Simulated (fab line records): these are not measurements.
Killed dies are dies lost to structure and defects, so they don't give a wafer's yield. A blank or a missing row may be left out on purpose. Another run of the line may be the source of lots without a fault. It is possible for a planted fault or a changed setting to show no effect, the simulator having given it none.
Split-lot trial    flow n5-finfet    39 wafers read from 7 lots, route of 1938 steps

## SPLIT DETAILS
At N5_FIN_SAQP_HM_DEP_03 (deposits SiNx from SiH4/NH3/N2, target thk 38 nm, time 33.6 s), the setting target-thk-a was moved away from the recipe's 380 angstrom on 15 of the 39 wafers read, by -11.6% to +8.2%. For the rest of the wafers, this setting stayed at what the recipe calls for.

## FROM THE SPLIT TO THE READING: what the file shows between them, 13 steps
- N5_FIN_SAQP_THK_MEAS_05
- N5_FIN_SAQP_PECVD_47: deposits a-Si from SiH4/He, target thk 45 nm, time 36.3 s
- N5_FIN_SAQP_PECVD_48: deposits SiNx from SiH4/NH3/N2, target thk 25 nm, time 22.1 s
- N5_FIN_SAQP_ETCH_57: etches SiNx in CH3F/O2, target depth 32.5 nm, time 46.4 s
- N5_FIN_SAQP_ETCH_65: etches SiO2 in CF4, target depth 4 nm, time 4.4 s
- N5_FIN_SAQP_MANDREL_ETCH_58: etches a-Si in HBr/Cl2, stops on SiNx, target depth 45 nm, bt time 10 s, time 27 s
- N5_FIN_SAQP_RECESS_63: chemistry HF/NH3, target SiO2, target depth 18 nm, afs cycles 3, sublimation time 60 s
- N5_FIN_SAQP_COAT_68: time 60 s, resist thk 100 nm
- N5_FIN_SAQP_MANDREL2_REMOVE_60: chemistry HBr/Cl2/O2, target a-Si, stops on SiNx, bt time 10 s
- N5_FIN_SAQP_HM_OPEN_33: chemistry CH3F/O2, target SiNx, target depth 49.4 nm, time 70.6 s
- N5_FIN_SAQP_ETCH_34: etches SiO2 in C4F6/O2, target depth 45 nm, time 15 s
- N5_FIN_SAQP_STRIP_77: strips in N2/H2, time 90 s
- N5_FIN_SAQP_ETCH_64: etches SiO2 in CF4, target depth 1.5 nm

## THE READING
SiNx_of_FIN_SAQP_HM_DEP_03.thk-nm (the simulator's own value, which no gauge read), in nm, at N5_FIN_SAQP_FIN_ETCH_36 (etches the open film in HBr/Cl2/O2, target depth 120 nm, time 50.4 s). There is no usual value for it anywhere in the file. The 24 wafers here that ran the recipe average 21.0 nm, standard deviation 0.62 nm.

wafer   tool, chamber at the split  target-thk-a as run, angstrom  against the recipe  SiNx_of_FIN_SAQP_HM_DEP_03.thk-nm, nm  against lot-mates on the recipe
L075.3  pecvd-03, 0                 380                            recipe              21.2                                   -
L075.4  pecvd-03, 1                 380                            recipe              21.2                                   -
L075.5  pecvd-03, 1                 380                            recipe              21.6                                   -
L077.1  pecvd-02, 0                 346.9                          -8.7%               17                                     -4.1
L077.2  pecvd-02, 1                 380                            recipe              20.4                                   -
L077.3  pecvd-02, 0                 380                            recipe              21.4                                   -
L077.4  pecvd-02, 1                 380                            recipe              21.4                                   -
L077.5  pecvd-02, 0                 346.9                          -8.7%               18.2                                   -2.9
L077.6  pecvd-02, 1                 346.9                          -8.7%               17.8                                   -3.3
L081.1  pecvd-02, 2                 380                            recipe              20.6                                   -
L081.2  pecvd-02, 1                 380                            recipe              22.2                                   -
L081.3  pecvd-02, 0                 411.3                          +8.2%               24.2                                   +2.8
L081.4  pecvd-02, 2                 411.3                          +8.2%               25.2                                   +3.8
L081.5  pecvd-02, 0                 380                            recipe              21.4                                   -
L081.6  pecvd-02, 1                 411.3                          +8.2%               26                                     +4.6
L084.1  pecvd-02, 0,2               380                            recipe              21                                     -
L084.2  pecvd-02, 1                 352                            -7.4%               18.4                                   -2.9
L084.3  pecvd-02, 0,2               380                            recipe              20.8                                   -
L084.4  pecvd-02, 0                 352                            -7.4%               18.6                                   -2.7
L084.5  pecvd-02, 2                 380                            recipe              22.2                                   -
L084.6  pecvd-02, 1                 352                            -7.4%               18.2                                   -3.1
L085.1  pecvd-03, 2                 344.6                          -9.3%               17.2                                   -3.2
L085.5  pecvd-03, 2                 344.6                          -9.3%               17.2                                   -3.2
L085.2  pecvd-03, 1                 380                            recipe              20.6                                   -
L085.4  pecvd-03, 0                 380                            recipe              20.6                                   -
L085.3  pecvd-03, 0                 380                            recipe              20                                     -
L085.6  pecvd-03, 1                 344.6                          -9.3%               17                                     -3.4
L087.1  pecvd-03, 2                 380                            recipe              20.8                                   -
L087.2  pecvd-03, 1                 380                            recipe              20.2                                   -
L087.3  pecvd-03, 0                 336.1                          -11.6%              15.6                                   -4.9
L087.4  pecvd-03, 0                 380                            recipe              20.6                                   -
L087.5  pecvd-03, 1                 336.1                          -11.6%              16                                     -4.5
L087.6  pecvd-03, 2                 336.1                          -11.6%              17.2                                   -3.3
L090.1  pecvd-01, 0                 380                            recipe              20.8                                   -
L090.2  pecvd-01, 1                 380                            recipe              19.6                                   -
L090.3  pecvd-01, 2                 380                            recipe              21.4                                   -
L090.4  pecvd-01, 0                 380                            recipe              21.2                                   -
L090.5  pecvd-01, 1                 380                            recipe              21.6                                   -
L090.6  pecvd-01, 2                 380                            recipe              20.6                                   -
If several chambers appear in one row, that row covers several wafers at once and the file leaves open which wafer was in which chamber.

FIT RESULTS
A straight line over all 39 wafers: SiNx_of_FIN_SAQP_HM_DEP_03.thk-nm changes by +0.421 nm for each +1% of target-thk-a; r = +0.96; the points scatter about the line by 0.64 nm.
The same after taking each lot's own level away (the mean of its wafers on the recipe; 39 wafers): +0.393 nm for each +1%; r = +0.97; scatter 0.55 nm.
The reading moves by 4.5 nm for the largest change in target-thk-a, on that fit.
The lots' own levels span 20.40 to 21.40 nm, that is 1.6 times the standard deviation above.
The two slopes are in agreement: the lot-to-lot level therefore moves the slope only a little.
Check: for one of the wafers moved furthest among these (-11.6%), held out of the fit, the line's prediction against its lot-mates is -4.39 nm. Against them it came out at -4.93 nm.

## THE WHOLE CHAIN: every reading that the file lists as answering this split, in the file's order
step                         what it does                                                                        reading                                                                             change (the file's fit)                r (the file's)
N5_FIN_SAQP_HM_DEP_03        deposits SiNx from SiH4/NH3/N2, target thk 38 nm, time 33.6 s                       SiNx_of_FIN_SAQP_HM_DEP_03.thk-nm (the simulator's own value, which no gauge read)  +0.379 nm for each +1% of the setting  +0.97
N5_FIN_SAQP_THK_MEAS_05                                                                                          thk-nm                                                                              withheld for each +1% of the setting   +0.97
N5_FIN_SAQP_MANDREL_ETCH_58  etches a-Si in HBr/Cl2, stops on SiNx, target depth 45 nm, bt time 10 s, time 27 s  SiNx_of_FIN_SAQP_HM_DEP_03.thk-nm (the simulator's own value, which no gauge read)  +0.374 nm for each +1% of the setting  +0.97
N5_FIN_SAQP_HM_OPEN_33       chemistry CH3F/O2, target SiNx, target depth 49.4 nm, time 70.6 s                   etch-rf-on-time-s                                                                   withheld for each +1% of the setting   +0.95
N5_FIN_SAQP_HM_OPEN_33       chemistry CH3F/O2, target SiNx, target depth 49.4 nm, time 70.6 s                   etch.depth-nm (the simulator's own value, which no gauge read)                      +0.375 nm for each +1% of the setting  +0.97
N5_FIN_SAQP_FIN_ETCH_36      etches the open film in HBr/Cl2/O2, target depth 120 nm, time 50.4 s                SiNx_of_FIN_SAQP_HM_DEP_03.thk-nm (the simulator's own value, which no gauge read)  +0.387 nm for each +1% of the setting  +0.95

## FILE'S OWN FIT
SiNx_of_FIN_SAQP_HM_DEP_03.thk-nm changes by +0.387 nm for each +1% of target-thk-a, r = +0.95.
